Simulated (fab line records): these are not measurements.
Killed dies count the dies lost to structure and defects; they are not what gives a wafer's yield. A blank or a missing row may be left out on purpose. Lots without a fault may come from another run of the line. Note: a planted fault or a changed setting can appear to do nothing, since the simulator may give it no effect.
Matching of chambers + flow nand_harc + NHARC_A_DECK1_JOINT_CMP_02 on cmp-01: 4 sister chambers
The step polishes SiOx. 8 wafers are shown with their chamber, then 11 later ones without.

== WAFERS PAIRED WITH THEIR CHAMBERS ==
| wafer  | chamber | motor_current_A (A) |
|--------|---------|---------------------|
| L083.1 | 2       | 10.7                |
| L084.1 | 2       | 10.4                |
| L087.3 | 1       | 13.6                |
| L087.6 | 1       | 12.3                |
| L088.1 | 3       | 11.3                |
| L088.5 | 3       | 12.1                |
| L088.6 | 0       | 12.4                |
| L090.1 | 0       | 11.8                |

== WAFERS WITHOUT THEIR CHAMBER ==
| wafer  | motor_current_A (A) |
|--------|---------------------|
| L090.2 | 10.4                |
| L090.5 | 11.9                |
| L091.2 | 10.4                |
| L091.3 | 12.7                |
| L091.5 | 11.6                |
| L094.1 | 12.7                |
| L094.4 | 11.7                |
| L094.5 | 12.8                |
| L095.1 | 11.4                |
| L095.4 | 12.3                |
| L095.5 | 11.4                |

== CHAMBER TAKEN BY EACH ==
| wafer  | from the rows above               | in truth |
|--------|-----------------------------------|----------|
| L090.2 | can't be placed: 2 or 3           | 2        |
| L090.5 | can't be placed: 0 or 3 or 1 or 2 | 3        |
| L091.2 | can't be placed: 2 or 3           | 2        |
| L091.3 | can't be placed: 1 or 0 or 3      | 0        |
| L091.5 | can't be placed: 3 or 0 or 2      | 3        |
| L094.1 | can't be placed: 1 or 0 or 3      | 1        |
| L094.4 | can't be placed: 3 or 0 or 2      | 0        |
| L094.5 | can't be placed: 1 or 0 or 3      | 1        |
| L095.1 | can't be placed: 3 or 0 or 2      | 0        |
| L095.4 | can't be placed: 0 or 3 or 1      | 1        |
| L095.5 | can't be placed: 3 or 0 or 2      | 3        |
Placed correctly: 0 of 11. From these rows, 11 cannot be placed; in 11 the true chamber is one of the candidates. Placed wrongly: 0.
How it was worked out, from the rows above alone: a wafer's distance from a chamber is the root of the sum, over the readings, of the square of ((its reading less the chamber's mean) divided by the reading's scatter). The wafer belongs to the nearest chamber; if the next one is less than 2 further off, it can't be placed. For every chamber, the mean is computed from those of its wafers that are shown. The scatter: take each reading less its chamber's mean, square it, sum over the shown wafers, divide by the number of wafers less the number of chambers, and take the root.
